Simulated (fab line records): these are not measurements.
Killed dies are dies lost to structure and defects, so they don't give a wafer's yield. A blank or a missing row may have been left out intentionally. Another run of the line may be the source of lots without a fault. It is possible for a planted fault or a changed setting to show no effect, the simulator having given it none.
Chamber matching	flow n5 finfet	rie diel-04 running N5_GATE_CUT_ETCH_37: 4 sister chambers
The step etches SOC in N2/H2, target depth 60 nm, overetch 12 nm, time 90 s. 8 wafers are shown with their chamber, then 12 later ones without.

## WAFERS, EACH WITH ITS CHAMBER
wafer	chamber	showerhead plenum p Torr (Torr)	drypump motor current A (A)
L086.3	1	2.64	5.0
L088.4	0	2.64	5.4
L088.5	1	2.64	5.0
L089.4	2	2.60	4.9
L089.6	3	2.53	5.4
L090.1	2	2.60	5.0
L090.5	0	2.64	5.5
L090.6	3	2.52	5.4

## WAFERS MISSING THEIR CHAMBER
wafer	showerhead plenum p Torr (Torr)	drypump motor current A (A)
L076.2	2.52	5.4
L076.3	2.64	5.0
L076.5	2.59	5.0
L094.1	2.59	4.9
L094.2	2.64	5.0
L094.3	2.52	5.4
L094.4	2.64	5.5
L094.5	2.59	5.0
L094.6	2.64	5.0
L095.1	2.59	5.0
L095.3	2.63	5.5
L095.6	2.63	5.5

## EACH ONE'S CHAMBER
wafer	from the rows above	in truth
L076.2	3	3
L076.3	1	1
L076.5	2	2
L094.1	2	2
L094.2	1	1
L094.3	3	3
L094.4	0	0
L094.5	2	2
L094.6	1	1
L095.1	2	2
L095.3	0	0
L095.6	0	0
Placed correctly: 12 of 12. From these rows, 0 cannot be placed. Number placed wrongly: 0.
How it was worked out, from the rows above alone: a wafer's distance from a chamber is the root of the sum, over the readings, of the square of ((its reading less the chamber's mean) divided by the reading's scatter). If the next closest chamber is less than 2 further off than the closest, the wafer can't be placed; otherwise it belongs to the closest. The mean given for a chamber averages the wafers shown for that chamber. The scatter: the root of (the sum of the squares of (reading less its chamber's mean) over the shown wafers, divided by (wafers less chambers)).
